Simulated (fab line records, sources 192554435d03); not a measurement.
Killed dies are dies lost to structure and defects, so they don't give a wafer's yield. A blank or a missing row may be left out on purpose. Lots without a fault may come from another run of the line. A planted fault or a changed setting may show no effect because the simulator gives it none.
A struck lot beside a sound one | flow n5_finfet | 43 steps out of a route of 1938
Sound: wafers L374.2, L374.5, L374.6. Struck: wafers L387.3, L387.4, L387.5. The cause comes at the end.
At each step with rows: each side's tool, then ch and its chambers, then its first start. Under that, the readings that differ: sound wafers | struck wafers | difference of the means | sigmas: that difference in standard deviations of wafers without a fault.
alike: readings whose means differ by less than 2 such deviations, and words and numbers that are the same on both sides. not compared: withheld readings, readings that some wafer has no value for, bounds like >300 that may hide the same value, and numbers for which the record gives no deviation and whose values overlap.
The two part at a step that has a row with sigmas, a row that says differs or no value, or rows on one side only. Numbers that don't overlap but have no deviation are shown without sigmas and don't part them. A reading that every wafer of one side lacks parts them only if that side has two wafers or more.

first, 1 step without rows for these wafers: N5_HKMG_FIN_STRIP_56 (strips in N2/H2).
N5_HKMG_FIN_STRIP_57: strips in CF4.
  sound on rie_diel-01 ch 2,3, day 5 02:27; struck on rie_diel-04 ch 0,3, day 8 06:28
  alike: drypump_motor_current_A, oes_product_au, rf_vpp_V, showerhead_plenum_p_Torr, throttle_valve_pct
  not compared: rf_hours_counter_h
then, 6 steps without rows for these wafers: N5_HKMG_FIN_ETCH_58 (etches SOC in N2/H2, target depth 215.8 nm, time 741 s); N5_HKMG_FIN_STRIP_93 (strips SOC in N2/H2, time 20 s); N5_HKMG_FIN_WET_ETCH_76 (etches Al2O3 in dNH4OH, stops on La2O3, target depth 2.25 nm, rinse time 30 s); N5_HKMG_FIN_STRIP_60 (strips in N2/H2, time 360 s); N5_HKMG_FIN_WET_ETCH_77 (etches La2O3 in dHCl, stops on HfO2, target depth 2 nm); N5_HKMG_FIN_WET_ETCH_78 (etches Al2O3 in dNH4OH, stops on La2O3, target depth 4.5 nm, rinse time 30 s).
N5_HKMG_FIN_ALD_79: deposits TiN, target thk 1.5 nm, pulse time 1 s, purge time 3 s.
  sound on ald_metal-03 ch 0,2,3, day 5 03:32; struck on ald_metal-01 ch 0,1,2, day 8 07:33
  alike: heater_power_w, precursor_pulse_height_rel
N5_HKMG_FIN_CVD_62: deposits a-Si from Si2H6, target thk 3 nm, time 20.8 s.
  sound on thermal_cvd_si-02 ch 0,2, day 5 03:54; struck on thermal_cvd_si-01 ch 1,2, day 8 07:55
  reading            | sound          | struck         | difference | sigmas
  heater_power_w (W) | 1515 1516 1520 | 1199 1222 1292 | -279       | -2
then, 2 steps without rows for these wafers: N5_HKMG_FIN_RTA_80 (time 2 s); N5_HKMG_FIN_PRECLEAN_64 (cleans in dHF, time 30 s).
N5_HKMG_FIN_WET_ETCH_65: etches a-Si in TMAH, stops on TiN, time 49 s, target depth 3 nm.
  sound on wet_bench-04 ch 1,2,6, day 5 04:19; struck on wet_bench-01 ch 2,4,5, day 8 08:19
  no value came back on the struck wafers for bath_guard_temp_C (C), bath_heat_duty_pct (%), temp_c (C); on the sound wafers bath_guard_temp_C (C) reads 70.1 70.9 70.4
  reading                                   | sound | struck    | difference | sigmas
  model.a-Si_of_HKMG_FIN_CVD_62.thk_nm (nm) | 0 0 0 | 2.8 3 2.8 | +2.9       |
  not compared: model.TiN_of_HKMG_FIN_ALD_79.thk_nm
then, 3 steps without rows for these wafers: N5_HKMG_FIN_WET_ETCH_81 (etches TiN in SC1, stops on HfO2, time 57 s, target depth 6 nm); N5_HKMG_FIN_WET_ETCH_82 (etches La2O3 in dHCl, stops on HfO2, target depth 2 nm, rinse time 30 s); N5_HKMG_FIN_ALD_36 (deposits TiN, target thk 1 nm, pulse time 1 s, purge time 3 s).
N5_HKMG_FIN_THK_MEAS_70: measures by xrf.
  sound on film_metro-01, day 5 04:43; struck on film_metro-01, day 8 08:43
  alike: HK_THK
then, 9 steps without rows for these wafers: N5_HKMG_FIN_PWFM_ALD_03 (deposits TiN, target thk 2 nm, pulse time 1 s, purge time 3 s); N5_HKMG_FIN_COAT_29 (time 60 s, resist thk 300 nm); N5_HKMG_FIN_COAT_30 (time 60 s, resist thk 35 nm); N5_HKMG_FIN_COAT_06 (resist thk 90 nm); N5_HKMG_FIN_EBR_08; N5_HKMG_FIN_SOFTBAKE_07 (time 60 s); N5_HKMG_FIN_EXPOSE_09 (exposes mask NWFM); N5_HKMG_FIN_PEB_10 (peb time 60 s); N5_HKMG_FIN_DEVELOP_11 (develop time 30 s).
N5_HKMG_FIN_CD_MEAS_12: target cd 92.8 nm.
  sound on cd_sem-02 ch 0, day 5 05:35; struck on cd_sem-02 ch 0, day 8 09:35
  alike: cd_nm
N5_HKMG_FIN_OVL_MEAS_13:
  sound on overlay-02 ch 0, day 5 05:37; struck on overlay-02 ch 0, day 8 09:37
  alike: NWFM_OVL
N5_HKMG_FIN_INSPECT_14: inspects for defects (macro).
  sound on defect_inspect-01, day 5 05:38; struck on defect_inspect-01, day 8 09:38
  alike: raw_defect_count
then, 1 step without rows for these wafers: N5_HKMG_FIN_DESCUM_17 (chemistry O2, time 7.9 s).
N5_HKMG_FIN_ETCH_31: etches SiARC in CF4, target depth 45.5 nm, time 75.8 s.
  sound on rie_diel-04 ch 1,2,3, day 5 05:47; struck on rie_diel-03 ch 1,2,3, day 8 09:43
  alike: bias_w, cf4_flow_sccm, drypump_motor_current_A, etch_rf_on_time_s, oes_product_au, rf_vpp_V, showerhead_plenum_p_Torr, throttle_valve_pct
  not compared: rf_hours_counter_h
then, 9 steps without rows for these wafers: N5_HKMG_FIN_ETCH_32 (etches SOC in N2/H2, target depth 240 nm, time 300 s); N5_HKMG_FIN_STRIP_33 (strips in N2/H2); N5_HKMG_FIN_STRIP_34 (strips in CF4); N5_HKMG_FIN_ETCH_35 (etches SOC in N2/H2, target depth 215.8 nm, time 243.4 s); N5_HKMG_FIN_STRIP_92 (strips SOC in N2/H2, time 20 s); N5_HKMG_FIN_WET_ETCH_18 (etches TiN in SC1, time 55 s, target depth 5.2 nm, rinse time 30 s); N5_HKMG_FIN_STRIP_19 (strips in N2/H2, time 360 s); N5_HKMG_FIN_ALD_91 (deposits TiN, target thk 1 nm, pulse time 1 s, purge time 3 s); N5_HKMG_FIN_COAT_85 (time 60 s, resist thk 300 nm).
N5_HKMG_FIN_ETCH_86: etches SOC in N2/H2, stops on TiN, target depth 393.2 nm.
  sound on rie_diel-03 ch 1,2, day 5 07:05; struck on rie_diel-03 ch 1,2, day 8 10:59
  alike: bias_w, chamber_pressure_mTorr, drypump_motor_current_A, oes_product_au, rf_vpp_V, showerhead_plenum_p_Torr, throttle_valve_pct
  not compared: rf_hours_counter_h
then, 1 step without rows for these wafers: N5_HKMG_FIN_STRIP_89 (strips SOC in N2/H2, time 20 s).
-- the record jumps here: 6 days lie between the struck wafers' starts before and after (it left off in module HKMG_FIN and takes up again in module BEOL_M4, whose first step shown is number 1111 of the route) --
N5_BEOL_M4_RC_MEAS_101:
  sound on prober-02 ch 0, day 11 04:25; struck on prober-01 ch 0, day 14 16:14
  reading             | sound                      | struck                    | difference | sigmas
  EOT_P               | 10.49 10.70 10.51          | 10.93 10.96 11.01         | +0.40      | +4
  IGATE_P (nA/um)     | 0.0038 0.0028 0.0034       | 0.0006 0.0005 0.0005      | -0.0028    | -5
  IOFF_N (nA/um)      | 0.176 0.159 0.160          | 0.000 0.000 0.000         | -0.165     | -6
  IOFF_N_85C (nA/um)  | 3.4 3.1 3.1                | 0.0 0.0 0.0               | -3.2       | -7
  IOFF_N_LIN (nA/um)  | 0.081 0.074 0.075          | 0.000 0.000 0.000         | -0.077     | -8
  IOFF_N_LONG (nA/um) | 5.66e-05 5.51e-05 5.59e-05 | 4.05e-05 3.9e-05 3.93e-05 | -1.63e-05  | -8
  IOFF_P (nA/um)      | 0.210 0.197 0.199          | 4.889 4.411 3.852         | +4.182     | +99 or more
  IOFF_P_85C (nA/um)  | 3.7 3.5 3.6                | 51.2 47.6 42.0            | +43.3      | +99 or more
  IOFF_P_LIN (nA/um)  | 0.097 0.093 0.093          | 2.286 2.145 1.954         | +2.034     | +99 or more
  IOFF_P_LONG (nA/um) | 9.7e-05 9.7e-05 9.8e-05    | 0.00112 0.001095 0.001133 | +0.00102   | +99 or more
  ION_N (uA/um)       | 681 662 673                | 160 152 155               | -516       | -47
  ION_P (uA/um)       | 463 454 455                | 577 565 569               | +113       | +16
  VT_N (mV)           | 250 248 251                | 502 506 507               | +255       | +85
  VT_N_LONG (mV)      | 277.5 276.2 274.7          | 519.7 521.5 514.5         | +242.4     | +99 or more
  VT_N_LVT (mV)       | 92 94 96                   | 349 353 353               | +258       | +83
  VT_P (mV)           | -248 -251 -251             | -163 -166 -165            | +85        | +27
  VT_P_LONG (mV)      | -277.2 -276.7 -276.5       | -202.0 -202.9 -200.6      | +75.0      | +29
  VT_P_LVT (mV)       | -95.8 -97.5 -97.0          | -10.3 -11.1 -12.5         | +85.5      | +37
  alike: DIBL_N, DIBL_P, SS_N, SS_P

WHERE THEY PART
First at N5_HKMG_FIN_CVD_62; last, within this record, at N5_BEOL_M4_RC_MEAS_101.

WHY: what the simulator had put in
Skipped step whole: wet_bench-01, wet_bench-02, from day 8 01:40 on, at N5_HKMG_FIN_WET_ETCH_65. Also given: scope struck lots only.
